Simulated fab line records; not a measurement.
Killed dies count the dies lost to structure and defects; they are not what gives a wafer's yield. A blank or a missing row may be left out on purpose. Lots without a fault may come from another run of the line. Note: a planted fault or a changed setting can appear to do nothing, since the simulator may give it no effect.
Which tool is to blame? || flow nand_harc || Sampling: 12 lots, 35 wafers, 4 of 1302 route steps

WHAT THE GAUGES READ, wafer by wafer
No reading from a measuring or inspecting step in the record can be judged against a usual standard deviation.

EACH LOT AND THE TOOL THAT RAN IT (in order: tool; ch and the chambers of the sampled wafers; start)
{"lot": "L969", "NHARC_A_CHANNEL_HOLE_D2_DESCUM_15": "rie_diel-08 ch 2,3, day 13 18:22", "NHARC_A_CHANNEL_HOLE_D2_ETCH_27": "har_etch-02 ch 0,1, day 14 00:02", "NHARC_A_CHANNEL_FILL_D2_ALD_14": "ald_hk-02 ch 0,1,2, day 14 09:27", "NHARC_A_CHANNEL_FILL_D2_ETCHBACK_08": "rie_diel-04 ch 2,3, no start"}
{"lot": "L970", "NHARC_A_CHANNEL_HOLE_D2_DESCUM_15": "rie_diel-01 ch 0,3, day 14 01:41", "NHARC_A_CHANNEL_HOLE_D2_ETCH_27": "har_etch-01 ch 0,1, day 14 08:31", "NHARC_A_CHANNEL_FILL_D2_ALD_14": "ald_hk-04 ch 0,1,2, day 14 17:35", "NHARC_A_CHANNEL_FILL_D2_ETCHBACK_08": "rie_diel-03 ch 0,1,2, no start"}
{"lot": "L971", "NHARC_A_CHANNEL_HOLE_D2_DESCUM_15": "rie_diel-01 ch 0,1, day 14 06:27", "NHARC_A_CHANNEL_HOLE_D2_ETCH_27": "har_etch-02 ch 0,1, day 14 11:37", "NHARC_A_CHANNEL_FILL_D2_ALD_14": "ald_hk-01 ch 0,2,3, day 14 20:58", "NHARC_A_CHANNEL_FILL_D2_ETCHBACK_08": "rie_diel-13 ch 2,3, no start"}
{"lot": "L973", "NHARC_A_CHANNEL_HOLE_D2_DESCUM_15": "rie_diel-06 ch 0,1,2, day 15 04:04", "NHARC_A_CHANNEL_HOLE_D2_ETCH_27": "har_etch-01 ch 1, day 15 09:53", "NHARC_A_CHANNEL_FILL_D2_ALD_14": "ald_hk-01 ch 0,3, day 15 20:58", "NHARC_A_CHANNEL_FILL_D2_ETCHBACK_08": "rie_diel-13 ch 1,3, no start"}
{"lot": "L974", "NHARC_A_CHANNEL_HOLE_D2_DESCUM_15": "rie_diel-08 ch 0,3, day 15 19:45", "NHARC_A_CHANNEL_HOLE_D2_ETCH_27": "har_etch-02 ch 0,1, day 16 05:46", "NHARC_A_CHANNEL_FILL_D2_ALD_14": "ald_hk-02 ch 0,2, day 16 16:11", "NHARC_A_CHANNEL_FILL_D2_ETCHBACK_08": "rie_diel-13 ch 2,3, no start"}
{"lot": "L977", "NHARC_A_CHANNEL_HOLE_D2_DESCUM_15": "rie_diel-01 ch 1,2,3, day 17 13:21", "NHARC_A_CHANNEL_HOLE_D2_ETCH_27": "har_etch-02 ch 0,1, day 17 20:23", "NHARC_A_CHANNEL_FILL_D2_ALD_14": "ald_hk-02 ch 1,3, day 18 03:22", "NHARC_A_CHANNEL_FILL_D2_ETCHBACK_08": "rie_diel-13 ch 1,3, no start"}
{"lot": "L980", "NHARC_A_CHANNEL_HOLE_D2_DESCUM_15": "rie_diel-01 ch 0,1, day 18 00:51", "NHARC_A_CHANNEL_HOLE_D2_ETCH_27": "har_etch-01 ch 0,1, day 18 07:33", "NHARC_A_CHANNEL_FILL_D2_ALD_14": "ald_hk-02 ch 0,3, day 18 16:29", "NHARC_A_CHANNEL_FILL_D2_ETCHBACK_08": "rie_diel-04 ch 1,2,3, no start"}
{"lot": "L979", "NHARC_A_CHANNEL_HOLE_D2_DESCUM_15": "rie_diel-08 ch 0,2,3, day 18 02:48", "NHARC_A_CHANNEL_HOLE_D2_ETCH_27": "har_etch-02 ch 0,1, day 18 11:46", "NHARC_A_CHANNEL_FILL_D2_ALD_14": "ald_hk-02 ch 0,1,3, day 18 20:44", "NHARC_A_CHANNEL_FILL_D2_ETCHBACK_08": "rie_diel-04 ch 0,1,2, no start"}
{"lot": "L983", "NHARC_A_CHANNEL_HOLE_D2_DESCUM_15": "rie_diel-08 ch 0,3, day 19 08:31", "NHARC_A_CHANNEL_HOLE_D2_ETCH_27": "har_etch-01 ch 0,1, day 19 15:59", "NHARC_A_CHANNEL_FILL_D2_ALD_14": "ald_hk-02 ch 0,3, day 20 00:56", "NHARC_A_CHANNEL_FILL_D2_ETCHBACK_08": "rie_diel-04 ch 0,1, no start"}
{"lot": "L989", "NHARC_A_CHANNEL_HOLE_D2_DESCUM_15": "rie_diel-01 ch 0,2,3, day 22 02:37", "NHARC_A_CHANNEL_HOLE_D2_ETCH_27": "har_etch-02 ch 0, day 22 07:46", "NHARC_A_CHANNEL_FILL_D2_ALD_14": "ald_hk-01 ch 1,3, day 22 16:53", "NHARC_A_CHANNEL_FILL_D2_ETCHBACK_08": "rie_diel-13 ch 0,1,3, no start"}
{"lot": "L990", "NHARC_A_CHANNEL_HOLE_D2_DESCUM_15": "rie_diel-06 ch 0,3, day 22 15:03", "NHARC_A_CHANNEL_HOLE_D2_ETCH_27": "har_etch-02 ch 0,1, day 22 22:35", "NHARC_A_CHANNEL_FILL_D2_ALD_14": "ald_hk-01 ch 1,2,3, day 23 07:35", "NHARC_A_CHANNEL_FILL_D2_ETCHBACK_08": "rie_diel-04 ch 0,2, no start"}
{"lot": "L991", "NHARC_A_CHANNEL_HOLE_D2_DESCUM_15": "rie_diel-08 ch 1,2,3, day 22 15:14", "NHARC_A_CHANNEL_HOLE_D2_ETCH_27": "har_etch-01 ch 0,1, day 22 23:07", "NHARC_A_CHANNEL_FILL_D2_ALD_14": "ald_hk-01 ch 1,2, day 23 07:46", "NHARC_A_CHANNEL_FILL_D2_ETCHBACK_08": "rie_diel-03 ch 0,1, no start"}
- NHARC_A_CHANNEL_HOLE_D2_DESCUM_15: chemistry O2, time 3 s.
- NHARC_A_CHANNEL_HOLE_D2_ETCH_27: etches the open film in C4F8/O2/Ar, time 90 s, target depth 400 nm.
- NHARC_A_CHANNEL_FILL_D2_ALD_14: deposits SiO2, target thk 2.5 nm, pulse time 10 s, ald cycles 25.
- NHARC_A_CHANNEL_FILL_D2_ETCHBACK_08: etches the open film in C4F8, target depth 220 nm, time 110 s.

WHAT THE TOOLS THEMSELVES READ (means of the sampled wafers that have a number; where no wafer has one, the mark that the record gives instead)
NHARC_A_CHANNEL_HOLE_D2_DESCUM_15. Usual: drypump_motor_current_A 5.7 A, standard deviation 0.38; oes_product_au 0.995 a.u., standard deviation 0.0096; rf_vpp_V 57.8 V, standard deviation 0.9; showerhead_plenum_p_Torr 1.90 Torr, standard deviation 0.081; throttle_valve_pct 11.311 %, standard deviation 0.0096.
{"lot": "L969", "tool": "rie_diel-08", "drypump_motor_current_A (A)": 5.8, "oes_product_au (a.u.)": 0.991, "rf_vpp_V (V)": 58.2, "showerhead_plenum_p_Torr (Torr)": 1.93, "throttle_valve_pct (%)": 11.312, "flag": ""}
{"lot": "L970", "tool": "rie_diel-01", "drypump_motor_current_A (A)": 5.4, "oes_product_au (a.u.)": 0.999, "rf_vpp_V (V)": 58.6, "showerhead_plenum_p_Torr (Torr)": 1.93, "throttle_valve_pct (%)": 11.314, "flag": ""}
{"lot": "L971", "tool": "rie_diel-01", "drypump_motor_current_A (A)": 6.3, "oes_product_au (a.u.)": 0.980, "rf_vpp_V (V)": 58.3, "showerhead_plenum_p_Torr (Torr)": 1.95, "throttle_valve_pct (%)": 11.321, "flag": ""}
{"lot": "L973", "tool": "rie_diel-06", "drypump_motor_current_A (A)": 5.9, "oes_product_au (a.u.)": 0.999, "rf_vpp_V (V)": 57.2, "showerhead_plenum_p_Torr (Torr)": 1.88, "throttle_valve_pct (%)": 11.312, "flag": ""}
{"lot": "L974", "tool": "rie_diel-08", "drypump_motor_current_A (A)": 5.5, "oes_product_au (a.u.)": 0.989, "rf_vpp_V (V)": 57.3, "showerhead_plenum_p_Torr (Torr)": 1.86, "throttle_valve_pct (%)": 11.312, "flag": ""}
{"lot": "L977", "tool": "rie_diel-01", "drypump_motor_current_A (A)": 5.7, "oes_product_au (a.u.)": 0.994, "rf_vpp_V (V)": 58.2, "showerhead_plenum_p_Torr (Torr)": 1.99, "throttle_valve_pct (%)": 11.302, "flag": ""}
{"lot": "L980", "tool": "rie_diel-01", "drypump_motor_current_A (A)": 6.4, "oes_product_au (a.u.)": 0.994, "rf_vpp_V (V)": 58.1, "showerhead_plenum_p_Torr (Torr)": 2.00, "throttle_valve_pct (%)": 11.311, "flag": ""}
{"lot": "L979", "tool": "rie_diel-08", "drypump_motor_current_A (A)": 5.6, "oes_product_au (a.u.)": 1.001, "rf_vpp_V (V)": 57.6, "showerhead_plenum_p_Torr (Torr)": 1.86, "throttle_valve_pct (%)": 11.311, "flag": ""}
{"lot": "L983", "tool": "rie_diel-08", "drypump_motor_current_A (A)": 5.6, "oes_product_au (a.u.)": 0.997, "rf_vpp_V (V)": 58.2, "showerhead_plenum_p_Torr (Torr)": 1.89, "throttle_valve_pct (%)": 11.322, "flag": ""}
{"lot": "L989", "tool": "rie_diel-01", "drypump_motor_current_A (A)": 5.6, "oes_product_au (a.u.)": 0.989, "rf_vpp_V (V)": 58.2, "showerhead_plenum_p_Torr (Torr)": 1.95, "throttle_valve_pct (%)": 11.304, "flag": ""}
{"lot": "L990", "tool": "rie_diel-06", "drypump_motor_current_A (A)": 5.4, "oes_product_au (a.u.)": 0.991, "rf_vpp_V (V)": 57.1, "showerhead_plenum_p_Torr (Torr)": 1.82, "throttle_valve_pct (%)": 11.313, "flag": ""}
{"lot": "L991", "tool": "rie_diel-08", "drypump_motor_current_A (A)": 5.8, "oes_product_au (a.u.)": 0.997, "rf_vpp_V (V)": 57.6, "showerhead_plenum_p_Torr (Torr)": 1.88, "throttle_valve_pct (%)": 11.307, "flag": ""}

NHARC_A_CHANNEL_HOLE_D2_ETCH_27. Usual: drypump_motor_current_A 5.23 A, standard deviation 0.21; showerhead_plenum_p_Torr 3.71 Torr, standard deviation 0.11; throttle_valve_pct 27.619 %, standard deviation 0.0096.
{"lot": "L969", "tool": "har_etch-02", "drypump_motor_current_A (A)": 5.20, "showerhead_plenum_p_Torr (Torr)": 3.69, "throttle_valve_pct (%)": 27.627, "flag": ""}
{"lot": "L970", "tool": "har_etch-01", "drypump_motor_current_A (A)": 5.35, "showerhead_plenum_p_Torr (Torr)": 3.69, "throttle_valve_pct (%)": 27.619, "flag": ""}
{"lot": "L971", "tool": "har_etch-02", "drypump_motor_current_A (A)": 5.07, "showerhead_plenum_p_Torr (Torr)": 3.65, "throttle_valve_pct (%)": 27.619, "flag": ""}
{"lot": "L973", "tool": "har_etch-01", "drypump_motor_current_A (A)": 5.34, "showerhead_plenum_p_Torr (Torr)": 3.65, "throttle_valve_pct (%)": 27.609, "flag": ""}
{"lot": "L974", "tool": "har_etch-02", "drypump_motor_current_A (A)": 5.05, "showerhead_plenum_p_Torr (Torr)": 3.64, "throttle_valve_pct (%)": 27.630, "flag": ""}
{"lot": "L977", "tool": "har_etch-02", "drypump_motor_current_A (A)": 5.23, "showerhead_plenum_p_Torr (Torr)": 3.79, "throttle_valve_pct (%)": 27.619, "flag": ""}
{"lot": "L980", "tool": "har_etch-01", "drypump_motor_current_A (A)": 5.37, "showerhead_plenum_p_Torr (Torr)": 3.68, "throttle_valve_pct (%)": 27.614, "flag": ""}
{"lot": "L979", "tool": "har_etch-02", "drypump_motor_current_A (A)": 5.22, "showerhead_plenum_p_Torr (Torr)": 3.78, "throttle_valve_pct (%)": 27.613, "flag": ""}
{"lot": "L983", "tool": "har_etch-01", "drypump_motor_current_A (A)": 5.38, "showerhead_plenum_p_Torr (Torr)": 3.66, "throttle_valve_pct (%)": 27.620, "flag": ""}
{"lot": "L989", "tool": "har_etch-02", "drypump_motor_current_A (A)": 4.90, "showerhead_plenum_p_Torr (Torr)": 3.94, "throttle_valve_pct (%)": 27.632, "flag": ""}
{"lot": "L990", "tool": "har_etch-02", "drypump_motor_current_A (A)": 5.05, "showerhead_plenum_p_Torr (Torr)": 3.85, "throttle_valve_pct (%)": 27.611, "flag": ""}
{"lot": "L991", "tool": "har_etch-01", "drypump_motor_current_A (A)": 5.38, "showerhead_plenum_p_Torr (Torr)": 3.64, "throttle_valve_pct (%)": 27.619, "flag": ""}

NHARC_A_CHANNEL_FILL_D2_ALD_14. Usual: heater_power_w 458 W, standard deviation 57; precursor_pulse_height_rel 1.002, standard deviation 0.019.
{"lot": "L969", "tool": "ald_hk-02", "heater_power_w (W)": 454, "precursor_pulse_height_rel": 1.005, "flag": ""}
{"lot": "L970", "tool": "ald_hk-04", "heater_power_w (W)": 527, "precursor_pulse_height_rel": 0.981, "flag": ""}
{"lot": "L971", "tool": "ald_hk-01", "heater_power_w (W)": 413, "precursor_pulse_height_rel": 1.010, "flag": ""}
{"lot": "L973", "tool": "ald_hk-01", "heater_power_w (W)": 402, "precursor_pulse_height_rel": 1.011, "flag": ""}
{"lot": "L974", "tool": "ald_hk-02", "heater_power_w (W)": 499, "precursor_pulse_height_rel": 0.992, "flag": ""}
{"lot": "L977", "tool": "ald_hk-02", "heater_power_w (W)": 432, "precursor_pulse_height_rel": 0.991, "flag": ""}
{"lot": "L980", "tool": "ald_hk-02", "heater_power_w (W)": 450, "precursor_pulse_height_rel": 0.995, "flag": ""}
{"lot": "L979", "tool": "ald_hk-02", "heater_power_w (W)": 466, "precursor_pulse_height_rel": 0.983, "flag": ""}
{"lot": "L983", "tool": "ald_hk-02", "heater_power_w (W)": 476, "precursor_pulse_height_rel": 0.993, "flag": ""}
{"lot": "L989", "tool": "ald_hk-01", "heater_power_w (W)": 463, "precursor_pulse_height_rel": 0.993, "flag": ""}
{"lot": "L990", "tool": "ald_hk-01", "heater_power_w (W)": 458, "precursor_pulse_height_rel": 1.026, "flag": ""}
{"lot": "L991", "tool": "ald_hk-01", "heater_power_w (W)": 455, "precursor_pulse_height_rel": 0.996, "flag": ""}

NHARC_A_CHANNEL_FILL_D2_ETCHBACK_08. Usual: oes_product_au 0.97 a.u., standard deviation 0.034; rf_vpp_V 440.6 V, standard deviation 2.6.
{"lot": "L969", "tool": "rie_diel-04", "oes_product_au (a.u.)": 0.91, "rf_vpp_V (V)": 444.2, "flag": ""}
{"lot": "L970", "tool": "rie_diel-03", "oes_product_au (a.u.)": 0.99, "rf_vpp_V (V)": 440.0, "flag": ""}
{"lot": "L971", "tool": "rie_diel-13", "oes_product_au (a.u.)": 0.99, "rf_vpp_V (V)": 440.1, "flag": ""}
{"lot": "L973", "tool": "rie_diel-13", "oes_product_au (a.u.)": 1.00, "rf_vpp_V (V)": 440.0, "flag": ""}
{"lot": "L974", "tool": "rie_diel-13", "oes_product_au (a.u.)": 0.98, "rf_vpp_V (V)": 438.6, "flag": ""}
{"lot": "L977", "tool": "rie_diel-13", "oes_product_au (a.u.)": 0.93, "rf_vpp_V (V)": 438.9, "flag": ""}
{"lot": "L980", "tool": "rie_diel-04", "oes_product_au (a.u.)": 1.00, "rf_vpp_V (V)": 441.8, "flag": ""}
{"lot": "L979", "tool": "rie_diel-04", "oes_product_au (a.u.)": 0.93, "rf_vpp_V (V)": 439.9, "flag": ""}
{"lot": "L983", "tool": "rie_diel-04", "oes_product_au (a.u.)": 0.95, "rf_vpp_V (V)": 439.1, "flag": ""}
{"lot": "L989", "tool": "rie_diel-13", "oes_product_au (a.u.)": 0.92, "rf_vpp_V (V)": 440.9, "flag": ""}
{"lot": "L990", "tool": "rie_diel-04", "oes_product_au (a.u.)": 0.92, "rf_vpp_V (V)": 441.9, "flag": ""}
{"lot": "L991", "tool": "rie_diel-03", "oes_product_au (a.u.)": 0.99, "rf_vpp_V (V)": 439.0, "flag": ""}

THE ANSWER, worked out from the rows above alone
Rule: take the mean of a lot's wafers that have a number; if it is more than 3 standard deviations from the usual mean, the lot is off. A lot without any number at a reading at which 4 lots or more have one is off too. All remaining lots with rows at the step are treated as sound. First the gauges in route order, then the tools' own readings, where a lot's mean is used as printed above. At the first step where some lot is off, the reading lying furthest off is the one used; lots without a number count as furthest.
Nothing can be told from this: no lot is off at any reading shown.

WHAT WAS PUT IN BY THE SIMULATOR
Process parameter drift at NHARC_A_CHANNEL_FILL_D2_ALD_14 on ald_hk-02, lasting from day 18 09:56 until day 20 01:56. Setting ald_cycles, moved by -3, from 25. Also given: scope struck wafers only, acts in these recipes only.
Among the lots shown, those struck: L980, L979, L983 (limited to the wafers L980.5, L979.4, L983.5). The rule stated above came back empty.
